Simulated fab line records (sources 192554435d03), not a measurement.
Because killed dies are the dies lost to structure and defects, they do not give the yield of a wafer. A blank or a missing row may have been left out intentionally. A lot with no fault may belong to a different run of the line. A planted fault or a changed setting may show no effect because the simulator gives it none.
Split-lot study + flow n5_finfet + route with 1938 steps; 7 lots, 39 wafers read

== ABOUT THE SPLIT ==
At N5_SD_EPI_N_DEVELOP_08 (develop time 30 s), the setting develop_time_s was moved away from the recipe's 30 s on 9 of the 39 wafers read, by -57.5% to +39.7%. All remaining wafers had this setting at the recipe value.

No step appears in the file between the split and the reading.

== THE READING ==
cd_nm at N5_SD_EPI_N_CD_MEAS_09, given in nm (cd target 120 nm). Typical for fault-free wafers on this fab line: 119.9 nm, with standard deviation 0.88 nm.

| wafer  | tool, chamber at the split | develop_time_s as run, s | against the recipe | cd_nm, nm | against lot-mates on the recipe |
|--------|----------------------------|--------------------------|--------------------|-----------|---------------------------------|
| L078.1 | litho_track-05, 0          | 30                       | recipe             | 119.7     | -                               |
| L078.2 | litho_track-05, 0          | 30                       | recipe             | 119.7     | -                               |
| L078.3 | litho_track-05, 0          | 30                       | recipe             | 119.3     | -                               |
| L078.4 | litho_track-05, 0          | 30                       | recipe             | 120.9     | -                               |
| L078.5 | litho_track-05, 0          | 30                       | recipe             | 120.0     | -                               |
| L078.6 | litho_track-05, 0          | 30                       | recipe             | 120.6     | -                               |
| L083.1 | litho_track-03, 0          | 30                       | recipe             | 119.4     | -                               |
| L083.2 | litho_track-03, 0          | 30                       | recipe             | 120.3     | -                               |
| L083.3 | litho_track-03, 0          | 30                       | recipe             | 120.1     | -                               |
| L083.4 | litho_track-03, 0          | 30                       | recipe             | 119.5     | -                               |
| L083.5 | litho_track-03, 0          | 30                       | recipe             | 118.8     | -                               |
| L083.6 | litho_track-03, 0          | 30                       | recipe             | 119.9     | -                               |
| L086.1 | litho_track-01, 0          | 30                       | recipe             | 120.8     | -                               |
| L086.4 | litho_track-01, 0          | 30                       | recipe             | 119.9     | -                               |
| L086.6 | litho_track-01, 0          | 30                       | recipe             | 122.1     | -                               |
| L093.1 | litho_track-03, 0          | 30                       | recipe             | 120.2     | -                               |
| L093.2 | litho_track-03, 0          | 30                       | recipe             | 117.9     | -                               |
| L093.3 | litho_track-03, 0          | 12.75                    | -57.5%             | 113.4     | -6.0                            |
| L093.4 | litho_track-03, 0          | 12.75                    | -57.5%             | 112.8     | -6.6                            |
| L093.5 | litho_track-03, 0          | 30                       | recipe             | 120.0     | -                               |
| L093.6 | litho_track-03, 0          | 12.75                    | -57.5%             | 113.4     | -6.0                            |
| L095.1 | litho_track-03, 0          | 41.9                     | +39.7%             | 122.1     | +2.5                            |
| L095.2 | litho_track-03, 0          | 30                       | recipe             | 119.5     | -                               |
| L095.3 | litho_track-03, 0          | 30                       | recipe             | 120.4     | -                               |
| L095.4 | litho_track-03, 0          | 41.9                     | +39.7%             | 121.2     | +1.6                            |
| L095.5 | litho_track-03, 0          | 41.9                     | +39.7%             | 122.4     | +2.8                            |
| L095.6 | litho_track-03, 0          | 30                       | recipe             | 118.9     | -                               |
| L096.1 | litho_track-03, 0          | 30                       | recipe             | 120.3     | -                               |
| L096.2 | litho_track-03, 0          | 30                       | recipe             | 119.0     | -                               |
| L096.3 | litho_track-03, 0          | 30                       | recipe             | 119.5     | -                               |
| L096.4 | litho_track-03, 0          | 30                       | recipe             | 119.2     | -                               |
| L096.5 | litho_track-03, 0          | 30                       | recipe             | 120.0     | -                               |
| L096.6 | litho_track-03, 0          | 30                       | recipe             | 118.9     | -                               |
| L097.1 | litho_track-05, 0          | 30                       | recipe             | 118.9     | -                               |
| L097.2 | litho_track-05, 0          | 36.05                    | +20.2%             | 120.2     | +1.4                            |
| L097.3 | litho_track-05, 0          | 36.05                    | +20.2%             | 121.0     | +2.2                            |
| L097.4 | litho_track-05, 0          | 36.05                    | +20.2%             | 120.2     | +1.4                            |
| L097.5 | litho_track-05, 0          | 30                       | recipe             | 119.3     | -                               |
| L097.6 | litho_track-05, 0          | 30                       | recipe             | 118.3     | -                               |

THE FIT
A straight line over all 39 wafers: cd_nm changes by +0.0903 nm for each +1% of develop_time_s; r = +0.89; the points scatter about the line by 0.94 nm.
The same after taking each lot's own level away (the mean of its wafers on the recipe; 39 wafers): +0.0906 nm for each +1%; r = +0.93; scatter 0.74 nm.
According to that fit, moving develop_time_s by its largest amount changes the reading by 5.2 nm.
Across the lots, their own levels run from 118.83 to 120.93 nm, a range of 2.4 times the standard deviation given above.
Hence the lot-to-lot level has little effect on the slope; both slopes agree.
Check: for one of the wafers moved furthest among these (-57.5%), held out of the fit, the line's prediction against its lot-mates is -5.23 nm. Against them it came out at -5.97 nm.

== FURTHER SPLITS ON THESE WAFERS ==
Other splits were also applied to these wafers ahead of the reading. Each is held against what the fit with the lots' levels taken away leaves over:
| other split on the same wafers        | wafers away from the commonest value | r with cd_nm (lot level and that fit taken away) |
|---------------------------------------|--------------------------------------|--------------------------------------------------|
| N5_FIN_SAQP_PECVD_48 time_s           | 15                                   | -0.05                                            |
| N5_FIN_SAQP_DEVELOP_15 develop_time_s | 15                                   | -0.07                                            |

== THE WHOLE CHAIN: every reading that the file lists as answering this split, in the file's order ==
| step                   | what it does                                           | reading                                                         | change (the file's fit)                | r (the file's) |
|------------------------|--------------------------------------------------------|-----------------------------------------------------------------|----------------------------------------|----------------|
| N5_SD_EPI_N_CD_MEAS_09 | target cd 120 nm                                       | cd_nm                                                           | +0.0905 nm for each +1% of the setting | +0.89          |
| N5_SD_EPI_N_DESCUM_14  | chemistry O2, time 7.9 s                               | SD_EPI_N.cd_nm (the simulator's own value, which no gauge read) | +0.0862 nm for each +1% of the setting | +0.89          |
| N5_SD_EPI_N_ETCH_34    | etches SiARC in CF4, target depth 45.5 nm, time 75.8 s | SD_EPI_N.cd_nm (the simulator's own value, which no gauge read) | +0.0867 nm for each +1% of the setting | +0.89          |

== THE FILE'S OWN FIT ==
cd_nm changes by +0.0905 nm for each +1% of develop_time_s, r = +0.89.
